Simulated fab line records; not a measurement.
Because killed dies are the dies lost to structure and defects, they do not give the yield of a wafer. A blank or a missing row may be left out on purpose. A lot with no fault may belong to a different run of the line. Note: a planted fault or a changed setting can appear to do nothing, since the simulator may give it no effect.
fab line records | flow n5_finfet
record: lots: 5 wafers: 15 last_day: 21
route steps=1938 shown BEOL_M6@1251 BEOL_M7@1263 PASSIVATION@1936
lots that met no fault: from a run of the same line without faults
start_h: start of the lot's first displayed wafer, in hours after the record's first day | wait_h: time in hours since the lot's previous step | " repeats the value in the row above | L1.1+2: one row covering several wafers at once | - no value, or no start was given | * or withheld: withheld | < > ~ a bound
route shown NAME@n: a module of which the file shows steps, and the number in the route of the first | usual: mean/standard deviation taken from wafers without a fault | same: alike in all rows | chamber/n: place in a boat | sites: the reading at each site | _std_site: how widely they spread, as a standard deviation | _edge_site: mean of outer sites minus mean of inner sites | radius_mm: how far each site lies from the wafer's centre | mask NAME#n: copy n | behind: the tool/chamber that last shaped the wafer | hold: the reason the lot was held/the length of the hold in hours/how it ended | device: which transistor (n, p or np) failed to switch | end of line: tests of these same wafers at the route's end | for a step that has no rows: nothing shown but its recipe | killed: count of dies lost to structure and defects at first sort (not the wafer's yield) | map: a wafer's dies, x killed, . not, _ none there
set.NAME: the setting that was run; set.NAME@STEP: the one run at that earlier step | model.NAME: the simulator's own value behind a step, which no gauge read
a table for each step, a row for each wafer; lots at some steps of the route
services: the hour from which a tool's chamber was out of use, counted from the record's first day as start_h (under 0 if before that day), plus the number of hours and why
== steps ==
step: N5_BEOL_M6_ALD_77
recipe: material: TaN target_thk_a: 20 temp_c: 275 ald_precursor_family: PDMAT ald_co_reactant: NH3 pressure_torr: 3 carrier_flow_sccm: 1500 pulse_time_s: 2 purge_time_s: 3 co_reactant_purge_time_s: 2 co_reactant_pulse_time_s: 3 ald_cycles: 40 precursor_vessel_temp_c: 75 precursor_vessel_pressure_torr: 26.25 precursor_vessel_carrier_sccm: 1000
step: N5_BEOL_M6_SURFACE_TREAT_79
recipe: gas: Ar time_s: * ion_energy_ev: * ion_current_ma_cm2: 0.5 pressure_mtorr: * ar_flow_sccm: 30
usual: throttle_valve_pct: *
columns lot.wafer tool chamber start_h wait_h throttle_valve_pct
L251.1 pvd_sputter-03 - 307.20 0.2 *
L251.2 " - " " *
L251.5 " - " " *
L255.1 pvd_sputter-02 - 317.69 0.2 *
L255.5 " - " " *
L255.6 " - " " *
L253.2 pvd_sputter-01 - 333.91 0.2 *
L253.3 " - " " *
L253.6 " - " " *
L265.3 pvd_sputter-02 - 389.66 0.2 *
L265.4 " - " " *
L265.6 " - " " *
L262.1 pvd_sputter-01 - 406.27 0.3 *
L262.4 " - " " *
L262.5 " - " " *
step: N5_BEOL_M6_CVD_78
recipe: material: Co target_thk_a: 20 temp_c: withheld precursor: CCTBA/H2 pressure_torr: 30 time_s: 142.3
step: N5_BEOL_M6_SPUTTER_48
recipe: material: Cu target_thk_a: 100 temp_c: -20 bias_v: 60 power_w: 26000 chamber_pressure_pa: 0.13 time_s: 1.667
step: N5_BEOL_M6_ECD_50
recipe: material: Cu target_thk_a: 3000
step: N5_BEOL_M6_ANNEAL_51
recipe: temp_c: 225 time_s: 90 ambient: N2
usual: wafer_temp_C_max: 226.06/0.28
columns lot.wafer tool chamber start_h wait_h wafer_temp_C_max
L251.1 rtp_anneal-01 0 307.76 0.1 226.23
L251.2 " 0 " " 226.08
L251.5 " 0 " " 225.99
L255.1 rtp_anneal-01 0 318.23 0.1 226.04
L255.5 " 0 " " 226.05
L255.6 " 0 " " 225.90
L253.2 rtp_anneal-02 0 334.52 0.2 226.12
L253.3 " 0 " " 225.66
L253.6 " 0 " " 226.31
L265.3 rtp_anneal-01 0 390.72 0.5 226.22
L265.4 " 0 " " 226.16
L265.6 " 0 " " 226.30
L262.1 rtp_anneal-01 0 406.81 0.1 226.08
L262.4 " 0 " " 225.98
L262.5 " 0 " " 226.54
step: N5_BEOL_M6_CMP_52
recipe: stop_on: SiCOH_lowk t_overpolish_s: 6.9 down_force_psi: 1 platen_rpm: 50 clearing_platen_down_force_psi: 1.5 clearing_platen_rpm: 50 post_cmp_clean: cu_alkaline target_thk_nm: 80 clearing_platen_pad_velocity_m_s: 0.99484 pad_velocity_m_s: 0.99484
step: N5_BEOL_M6_THK_MEAS_53
recipe: thk_meas_gauge: xrf reads: Cu_of_BEOL_M6_ECD_50
usual: M6_THK: 80.1/2.6
columns lot.wafer tool chamber start_h wait_h M6_THK[nm]
L251.1 film_metro-02 - 308.65 - 79.0
L251.2 " - " " 77.1
L251.5 " - " " 81.0
L255.1 film_metro-01 - 318.82 - 77.0
L255.5 " - " " 80.9
L255.6 " - " " 82.7
L253.2 film_metro-01 - 335.06 - 84.5
L253.3 " - " " 82.1
L253.6 " - " " 80.5
L265.3 film_metro-02 - 391.22 - 82.0
L265.4 " - " " 79.9
L265.6 " - " " 77.0
L262.1 film_metro-02 - 407.41 - 79.4
L262.4 " - " " 79.9
L262.5 " - " " 83.2
step: N5_BEOL_M6_PRE_CLEAN_55
recipe: gas: NH3 time_s: 15 temp_c: withheld rf_power_w: 300
step: N5_BEOL_M6_DEP_56
recipe: material: SiCN target_thk_a: 100 temp_c: withheld precursor: 3MS/NH3 pressure_torr: 3 rf_w: 202 time_s: 17.5
usual: showerhead_plenum_p_Torr: 3.662/0.011 throttle_valve_pct: 9.1/0.67
columns lot.wafer tool chamber start_h wait_h showerhead_plenum_p_Torr throttle_valve_pct
L251.1 pecvd-03 2 308.72 0.0 3.655 8.8
L251.2 " 1 " " 3.655 9.1
L251.5 " 0 " " 3.677 10.0
L255.1 pecvd-03 0 318.88 0.0 3.680 9.5
L255.5 " 0 " " 3.680 9.8
L255.6 " 2 " " 3.667 8.7
L253.2 pecvd-04 1 335.13 0.0 3.677 10.3
L253.3 " 2 " " 3.643 8.5
L253.6 " 2 " " 3.656 8.5
L265.3 pecvd-04 0 391.28 0.0 3.664 10.0
L265.4 " 0 " " 3.671 10.4
L265.6 " 2 " " 3.651 8.6
L262.1 pecvd-02 0 407.52 0.1 3.663 8.6
L262.4 " 0 " " 3.662 8.6
L262.5 " 0 " " 3.668 8.7
step: N5_BEOL_M6_RS_MEAS_57
recipe: thk_meas_gauge: four-point-probe reads: Cu_of_BEOL_M6_ECD_50+Co_of_BEOL_M6_CVD_78+TaN_of_BEOL_M6_ALD_77
usual: M6_RS: 0.288/0.01
columns lot.wafer tool chamber start_h wait_h M6_RS[ohm/sq]
L251.1 film_metro-01 - 308.78 0.1 0.290
L251.2 " - " " 0.297
L251.5 " - " " 0.282
L255.1 film_metro-01 - 318.95 0.1 0.303
L255.5 " - " " 0.285
L255.6 " - " " 0.279
L253.2 film_metro-02 - 335.20 0.1 0.273
L253.3 " - " " 0.281
L253.6 " - " " 0.288
L265.3 film_metro-01 - 391.35 0.1 0.280
L265.4 " - " " 0.288
L265.6 " - " " 0.301
L262.1 film_metro-01 - 407.66 0.1 0.290
L262.4 " - " " 0.288
L262.5 " - " " 0.277
step: N5_BEOL_M6_INSPECT_58
recipe: inspect_instrument: darkfield mode: post_dep
usual: raw_defect_count: 70/18
columns lot.wafer tool chamber start_h wait_h raw_defect_count
L251.1 defect_inspect-01 - 308.81 0.0 108
L251.2 " - " " 68
L251.5 " - " " 88
L255.1 defect_inspect-01 - 318.98 0.0 49
L255.5 " - " " 68
L255.6 " - " " 55
L253.2 defect_inspect-01 - 335.22 0.0 63
L253.3 " - " " 87
L253.6 " - " " 75
L265.3 defect_inspect-02 - 391.38 0.0 56
L265.4 " - " " 65
L265.6 " - " " 75
L262.1 defect_inspect-01 - 407.68 0.0 78
L262.4 " - " " 31
L262.5 " - " " 41
step: N5_BEOL_M7_ILD_DEP_00
recipe: material: SiCOH_lowk target_thk_a: 1797.5 temp_c: 300 precursor: DEMS/porogen pressure_torr: 5 rf_w: 500 time_s: 33.4
usual: heater_power_w: 313/42 showerhead_plenum_p_Torr: 5.736/0.014 throttle_valve_pct: 13.7/0.72
columns lot.wafer tool chamber start_h wait_h heater_power_w showerhead_plenum_p_Torr throttle_valve_pct model.SiCOH_lowk_of_BEOL_M7_ILD_DEP_00.thk_nm
L251.1 pecvd-01 2 308.85 0.0 332 5.747 13.4 178.8
L251.2 " 0 " " 298 5.731 14.9 177.4
L251.5 " 1 " " 311 5.754 12.7 179.6
L255.1 pecvd-02 2 319.02 0.0 364 5.715 12.8 179.2
L255.5 " 0 " " 228 5.747 13.7 182.6
L255.6 " 2 " " 363 5.739 13.0 181.6
L253.2 pecvd-01 1 335.26 0.0 319 5.755 12.8 178
L253.3 " 0 " " 291 5.722 14.7 186.8
L253.6 " 2 " " 336 5.741 13.3 179.6
L265.3 pecvd-02 2 391.44 0.1 389 5.732 13.1 182
L265.4 " 0 " " 274 5.728 13.3 182.6
L265.6 " 2 " " 382 5.719 13.3 181
L262.1 pecvd-02 0 407.72 0.0 225 5.750 13.5 179.4
L262.4 " 0 " " 245 5.738 13.1 183.8
L262.5 " 0 " " 245 5.731 13.2 182.2
step: N5_BEOL_M7_CURE_74
recipe: temp_c: 385 time_s: 240 ambient: He/Ar material: SiCOH_lowk
step: N5_BEOL_M7_THK_MEAS_01
recipe: reads: SiCOH_lowk_of_BEOL_M7_ILD_DEP_00
usual: M7_ILD_THK: 155.2/2.2
columns lot.wafer tool chamber start_h wait_h M7_ILD_THK[nm]
L251.1 film_metro-01 - 309.42 0.4 154.1
L251.2 " - " " 153.0
L251.5 " - " " 155.0
L255.1 film_metro-01 - 320.07 0.8 154.7
L255.5 " - " " 157.6
L255.6 " - " " 156.5
L253.2 film_metro-01 - 336.32 0.7 153.6
L253.3 " - " " 161.1
L253.6 " - " " 154.8
L265.3 film_metro-01 - 392.02 0.3 157.0
L265.4 " - " " 157.5
L265.6 " - " " 156.2
L262.1 film_metro-01 - 408.39 0.4 154.8
L262.4 " - " " 158.5
L262.5 " - " " 157.2
step: N5_BEOL_M7_PECVD_70
recipe: material: SiO2 target_thk_a: 200 temp_c: 400 precursor: TEOS/O2 pressure_torr: 5.5 rf_w: 450 teos_flow_sccm: 53.8 gas: O2 flow_sccm: 3000 time_s: 22.7
step: N5_BEOL_M7_HM_DEP_02
recipe: material: TiN target_thk_a: 200 temp_c: 25 chamber_pressure_pa: 0.49996
step: N5_BEOL_M7_COAT_59
recipe: resist: SOC temp_c: 250 time_s: 60 spin_rpm: 1500 resist_thk_nm: 100
step: N5_BEOL_M7_COAT_60
recipe: resist: SiARC temp_c: 220 time_s: 60 spin_rpm: 1500 resist_thk_nm: 35
step: N5_BEOL_M7_COAT_05
recipe: resist: CAR-ArF spin_rpm: 1500 resist_thk_nm: 90
step: N5_BEOL_M7_EBR_07
recipe: solvent: PGMEA ebr_width_mm: 1.5
step: N5_BEOL_M7_SOFTBAKE_06
recipe: temp_c: 110 time_s: 60 resist: CAR-ArF
step: N5_BEOL_M7_EXPOSE_08
recipe: mask_id: M7 na: 1.35 source_shape: dipole sigma_inner: 0.817 sigma_outer: 0.97 polarization: te dose_mj: 68.25
step: N5_BEOL_M7_PEB_09
recipe: peb_temp_c: withheld peb_time_s: 60 resist: CAR-ArF
step: N5_BEOL_M7_DEVELOP_10
recipe: develop_time_s: 30 developer: TMAH resist: CAR-ArF rinse_liquid: diw dry: air_spin dev_temp_c: 23
step: N5_BEOL_M7_CD_MEAS_11
recipe: target_cd_nm: 38.5 landing_energy_ev: 500 detector: se_inlens polarity: opening
usual: cd_nm: 38.6/0.6
same: landing_energy_ev: 500
columns lot.wafer tool chamber start_h wait_h cd_nm
L251.1 cd_sem-01 0 310.49 - 39.9
L251.2 " 0 " " 39.4
L251.5 " 0 " " 38.7
L255.1 cd_sem-01 0 321.39 - 38.4
L255.5 " 0 " " 38.3
L255.6 " 0 " " 37.9
L253.2 cd_sem-01 0 337.92 - 38.0
L253.3 " 0 " " 38.2
L253.6 " 0 " " 37.9
L265.3 cd_sem-03 0 393.15 - 38.7
L265.4 " 0 " " 39.0
L265.6 " 0 " " 38.6
L262.1 cd_sem-01 0 410.28 - 39.1
L262.4 " 0 " " 38.3
L262.5 " 0 " " 38.4
step: N5_BEOL_M7_OVL_MEAS_12
recipe: points_per_wafer: 44
usual: M7_OVL: 0.2/0.59
columns lot.wafer tool chamber start_h wait_h M7_OVL[nm]
L251.1 overlay-01 0 310.52 0.0 -0.3
L251.2 " 0 " " -0.4
L251.5 " 0 " " -0.6
L255.1 overlay-01 0 321.44 0.1 0.0
L255.5 " 0 " " 0.7
L255.6 " 0 " " -0.3
L253.2 overlay-01 0 337.95 0.0 0.0
L253.3 " 0 " " 0.2
L253.6 " 0 " " -0.2
L265.3 overlay-02 0 393.18 0.0 0.1
L265.4 " 0 " " -0.4
L265.6 " 0 " " -0.6
L262.1 overlay-01 0 410.31 0.0 -0.6
L262.4 " 0 " " 0.1
L262.5 " 0 " " -0.9
step: N5_BEOL_M7_INSPECT_13
recipe: mode: adi inspect_instrument: brightfield
usual: raw_defect_count: 393/81
columns lot.wafer tool chamber start_h wait_h raw_defect_count
L251.1 defect_inspect-01 - 310.55 0.0 447
L251.2 " - " " 409
L251.5 " - " " 557
L255.1 defect_inspect-01 - 321.47 0.0 437
L255.5 " - " " 450
L255.6 " - " " 379
L253.2 defect_inspect-02 - 337.98 0.0 266
L253.3 " - " " 346
L253.6 " - " " 321
L265.3 defect_inspect-01 - 393.20 0.0 266
L265.4 " - " " 406
L265.6 " - " " 302
L262.1 defect_inspect-02 - 410.34 0.0 332
L262.4 " - " " 357
L262.5 " - " " 412
step: N5_BEOL_M7_DESCUM_16
recipe: chemistry: O2 time_s: 7.9 source_power_w: 50 bias_power_w: 20 pressure_mtorr: 20 rf_frequency_hz: 2.712e+07 temp_c: 40 resist: CAR-ArF o2_flow_sccm: 225
usual: drypump_motor_current_A: 5.6/0.5 oes_product_au: 0.79/0.093 rf_vpp_V: 243.5/1.6 showerhead_plenum_p_Torr: 2.12/0.091 throttle_valve_pct: 20.43/0.23
columns lot.wafer tool chamber start_h wait_h drypump_motor_current_A oes_product_au rf_hours_counter_h rf_vpp_V showerhead_plenum_p_Torr throttle_valve_pct
L251.1 rie_diel-05 1 310.58 0.0 5.6 0.68 240 245.7 2.12 20.41
L251.2 " 2 " " 6.2 0.74 163 245.6 2.18 20.33
L251.5 " 1 " " 5.6 0.69 - 244.2 2.12 20.41
L255.1 rie_diel-06 0 321.50 0.0 5.8 0.75 166 242.7 2.06 20.45
L255.5 " 1 " " 5.6 0.76 - 245.0 2.19 20.26
L255.6 " 0 " " 5.8 0.74 - 242.2 2.06 20.45
L253.2 rie_diel-06 3 338.01 0.0 6.0 0.87 50 242.2 2.12 20.34
L253.3 " 1 " " 5.6 0.75 131 244.1 2.19 20.28
L253.6 " 1 " " 5.5 0.76 - 245.0 2.19 20.28
L265.3 rie_diel-02 1 393.23 0.0 6.4 0.76 142 245.9 2.21 20.55
L265.4 " 2 " " 5.0 0.91 20 243.3 2.14 20.25
L265.6 " 2 " " 5.0 0.92 - 243.7 2.15 20.25
L262.1 rie_diel-06 2 410.60 0.3 5.5 0.92 27 242.0 2.04 19.87
L262.4 " 3 " " 6.0 0.83 72 242.1 2.11 20.40
L262.5 " 1 " " 5.6 0.75 - 244.0 2.18 20.30
step: N5_BEOL_M7_ETCH_61
recipe: chemistry: CF4 target: SiARC target_depth_a: 455 mask_material: CAR-ArF time_s: 75.8 ion_energy_ev: 80 pressure_mtorr: 40 source_w: 545 bias_w: 36 Ar_flow_sccm: 100 cf4_flow_sccm: 100 ends: cleared
step: N5_BEOL_M7_ETCH_62
recipe: chemistry: N2/H2 target: SOC target_depth_a: 1100 overetch_a: 220 mask_material: SiARC temp_c: 40 time_s: 165 ion_energy_ev: 200 pressure_mtorr: 30 source_w: 840 bias_w: 150 n2_flow_sccm: 200 h2_flow_sccm: 200
step: N5_BEOL_M7_STRIP_68
recipe: chemistry: N2/H2 temp_c: 40 n2_flow_sccm: 200 h2_flow_sccm: 200 rf_frequency_hz: 6e+07
step: N5_BEOL_M7_STRIP_67
recipe: chemistry: CF4 resist: SiARC power_w: 300 bias_power_w: 75 pressure_mtorr: 50 cf4_flow_sccm: 150 rf_frequency_hz: 6e+07
step: N5_BEOL_M7_HM_OPEN_17
recipe: chemistry: Cl2/BCl3 target_depth_a: 200 overetch_a: 60 target: TiN mask_material: SOC ion_energy_ev: 150 pressure_mtorr: 10 icp_w: 1000 bias_w: 126 Cl2_flow_sccm: 53.25 bcl3_flow_sccm: 21.75 Ar_flow_sccm: 25
step: N5_BEOL_M7_STRIP_19
recipe: chemistry: O2 power_w: 400 temp_c: 40 pressure_mtorr: 30 rf_frequency_hz: 6e+07 bias_power_w: 0 overash_fraction: 0.2 o2_flow_sccm: 225
usual: drypump_motor_current_A: 5.6/0.47 oes_product_au: 0.80/0.092 rf_vpp_V: 3.6/0.59 showerhead_plenum_p_Torr: 2.11/0.087 throttle_valve_pct: 16.68/0.21
columns lot.wafer tool chamber start_h wait_h drypump_motor_current_A oes_product_au rf_hours_counter_h rf_vpp_V showerhead_plenum_p_Torr throttle_valve_pct
L251.1 rie_diel-02 3 310.97 0.1 5.7 0.81 114 3.9 2.01 16.90
L251.2 " 1 " " 6.4 0.78 115 3.3 2.22 16.71
L251.5 " 2 " " 5.0 0.69 - 3.8 2.16 16.82
L255.1 rie_diel-02 1 322.14 0.3 6.4 0.78 120 4.0 2.22 16.75
L255.5 " 0 " " 4.8 0.92 - 4.9 2.24 16.87
L255.6 " 1 " " 6.4 0.79 - 4.0 2.22 16.75
L253.2 rie_diel-06 3 338.43 0.1 6.1 0.89 50 4.4 2.12 16.55
L253.3 " 0 " " 5.8 0.75 172 3.4 2.06 16.77
L253.6 " 0 " " 5.8 0.75 - 3.2 2.06 16.79
L265.3 rie_diel-02 2 393.62 0.1 5.1 0.90 20 2.8 2.15 16.43
L265.4 " 3 " " 5.7 0.79 140 3.7 2.00 16.94
L265.6 " 0 " " 4.8 0.88 - 3.5 2.23 16.90
L262.1 rie_diel-02 0 411.00 0.1 4.8 0.88 45 3.5 2.23 16.90
L262.4 " 1 " " 6.4 0.77 147 4.4 2.21 16.80
L262.5 " 3 " " 5.7 0.78 - 2.9 2.00 16.94
step: N5_BEOL_M7_CD_MEAS_18
recipe: pitch_nm: 80 target_cd_nm: 40
usual: cd_nm: 40.1/0.77
columns lot.wafer tool chamber start_h wait_h cd_nm
L251.1 cd_sem-02 - 311.04 0.0 41.3
L251.2 " - " " 42.1
L251.5 " - " " 40.3
L255.1 cd_sem-03 - 322.21 0.0 39.6
L255.5 " - " " 39.3
L255.6 " - " " 39.4
L253.2 cd_sem-03 - 338.50 0.1 39.0
L253.3 " - " " 39.7
L253.6 " - " " 39.7
L265.3 cd_sem-03 - 393.69 0.1 40.1
L265.4 " - " " 41.4
L265.6 " - " " 40.6
L262.1 cd_sem-02 - 411.07 0.0 41.1
L262.4 " - " " 40.0
L262.5 " - " " 40.1
step: N5_BEOL_M7_COAT_63
recipe: resist: SOC temp_c: 250 time_s: 60 spin_rpm: 1500 resist_thk_nm: 60
step: N5_BEOL_M7_COAT_64
recipe: resist: SiARC temp_c: 220 time_s: 60 spin_rpm: 1500 resist_thk_nm: 12
step: N5_BEOL_M7_COAT_71
recipe: resist: underlayer temp_c: 205 time_s: 60 spin_rpm: 1500 resist_thk_nm: 5
step: N5_BEOL_M7_COAT_22
recipe: resist: CAR-EUV spin_rpm: 1500 resist_thk_nm: 30
step: N5_BEOL_M7_EBR_24
recipe: solvent: PGMEA ebr_width_mm: 1.5
step: N5_BEOL_M7_SOFTBAKE_23
recipe: temp_c: 110 time_s: 60 resist: CAR-EUV
step: N5_BEOL_M7_CMP_52
recipe: stop_on: SiCOH_lowk t_overpolish_s: 6.9 down_force_psi: 1 platen_rpm: 50 clearing_platen_down_force_psi: 1.5 clearing_platen_rpm: 50 post_cmp_clean: cu_alkaline target_thk_nm: 80 clearing_platen_pad_velocity_m_s: 0.99484 pad_velocity_m_s: 0.99484
usual: motor_current_A: 6.2/0.48
columns lot.wafer tool chamber start_h wait_h motor_current_A model.SiCOH_lowk_of_BEOL_M7_ILD_DEP_00.thk_nm
L251.1 cmp-03 3 314.91 0.4 5.8 151.2
L251.2 " 0 " " 6.6 150
L251.5 " 1 " " 6.5 152
L255.1 cmp-02 1 329.13 0.3 6.4 151.6
L255.6 " 0 " " 6.1 153.6
L255.5 " 1 " " 6.2 154.6
L253.3 cmp-03 1 341.65 0.2 6.6 158
L253.2 " 3 " " 5.7 150.6
L253.6 " 0 " " 6.4 151.8
L265.3 cmp-02 1 397.88 0.2 5.9 154
L265.4 " 3 " " 6.7 154.6
L265.6 " 1 " " 6.2 153
L262.1 cmp-01 0 417.85 0.3 6.8 151.8
L262.4 " 2 " " 5.7 155.6
L262.5 " 1 " " 5.1 154.2
step: N5_PASSIVATION_PROBE_49
usual: defect_limited_yield: 90.9/1.6 killed_at_M0_to_M3: 37/11 killed_at_M4_up: 15/5.6 killed_at_contacts: 13/6.4 killed_at_front_end: 39/11 killed_at_other: 4/3.1 killed_dies: 107/19 killed_open: 71/14 killed_short: 34/7.8 sort_bin_5_function: 5.3/1 sort_bin_6_memory: 3.4/0.72 sort_n_pass: 1072/20 sort_yield_pct: 90.9/1.7
same: gross_dies: 1180 killed_at_back_side: 0 sort_bin_4_leakage[%]: 0 sort_bin_8_speed[%]: 0
columns lot.wafer tool chamber start_h wait_h defect_limited_yield[%] killed_at_M0_to_M3 killed_at_M4_up killed_at_contacts killed_at_front_end killed_at_other killed_dies killed_open killed_short sort_bin_5_function[%] sort_bin_6_memory[%] sort_n_pass sort_yield_pct[%]
L253.2 prober-01 - 435.58 0.1 87.7 45 15 16 61 8 145 91 54 6.0 5.8 1035 87.7
L253.3 prober-01 - 435.63 0.1 90.1 50 12 11 35 9 117 74 38 5.8 3.6 1063 90.1
L253.6 prober-01 - 435.78 0.3 89.4 58 13 4 48 2 125 89 33 6.1 3.8 1055 89.4
killed by level:class
L253.2 STI_FIN_REVEAL:geometric_particle:open=20 FIN_SAQP:geometric_particle:short=17 MOL_CONTACT_COAG:geometric_particle:open=13 FIN_SAQP:geometric_particle:open=8 BEOL_M3:geometric_particle:open=8 BEOL_M0_SAQP:geometric_particle:short=7 BEOL_M0_SAQP:geometric_particle:open=6 BEOL_M2:geometric_particle:open=6
L253.3 BEOL_M2:geometric_particle:open=15 FIN_SAQP:geometric_particle:short=10 MOL_CONTACT_COAG:geometric_particle:open=9 BEOL_M0_SAQP:geometric_particle:open=9 BEOL_M3:geometric_particle:open=7 FIN_SAQP:geometric_particle:open=6 BEOL_M0_SAQP:geometric_particle:short=6 STI_FIN_REVEAL:geometric_particle:open=5
L253.6 STI_FIN_REVEAL:geometric_particle:open=16 BEOL_M3:geometric_particle:open=14 BEOL_M1:geometric_particle:open=13 BEOL_M2:geometric_particle:open=12 BEOL_M0_SAQP:geometric_particle:short=10 FIN_SAQP:geometric_particle:short=8 DUMMY_GATE:geometric_particle:open=6 BEOL_M4:geometric_particle:open=5
== services ==
columns tool chamber start_h hours kind
rie_diel-06 0 285.76 6.9 repair
cmp-01 - 286.46 1.1 repair
rie_diel-06 2 292.73 - clean
rie_diel-06 2 292.73 - consumable_replace:focus_ring
rie_diel-06 2 292.73 33.7 scheduled_down
rie_diel-06 2 292.73 33.7 vent_cycle
cmp-01 - 307.26 7.8 pm
rie_diel-02 2 317.30 - clean
rie_diel-02 2 317.30 - consumable_replace:focus_ring
rie_diel-02 2 317.30 12.3 scheduled_down
rie_diel-02 2 317.30 12.3 vent_cycle
rie_diel-05 0 344.40 2.8 repair
cmp-03 - 345.46 2.0 repair
cmp-03 - 351.98 2.6 repair
pecvd-03 1 352.44 2.7 repair
rie_diel-02 1 367.74 5.0 repair
pecvd-02 1 383.62 - clean
pecvd-02 1 383.62 - consumable_replace:showerhead
pecvd-02 1 383.62 29.0 scheduled_down
cmp-02 - 387.25 5.8 pm
pecvd-02 2 391.50 18.6 repair
rie_diel-06 0 401.30 8.8 repair
rie_diel-06 0 411.47 6.5 repair
rie_diel-02 2 417.51 2.8 repair
== key ==
first_sign none at tools or gauges
model_effect: step: N5_BEOL_M7_ILD_DEP_00 value: SiCOH_lowk_of_BEOL_M7_ILD_DEP_00.thk_nm without: 175.6 struck: 186.8
model_effect: step: N5_BEOL_M7_CMP_52 value: SiCOH_lowk_of_BEOL_M7_ILD_DEP_00.thk_nm without: 148.4 struck: 158
met_at N5_BEOL_M7_ILD_DEP_00
struck_wafers L253.3
onset_between 308.85 335.26
fault: kind: process_parameter_drift tool: pecvd-01 chamber: - onset_h: 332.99 steps: N5_BEOL_M7_ILD_DEP_00 channel: time_s offset: * shape: step end_h: 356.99 scope: struck_wafers_only acts_in: * stated: *
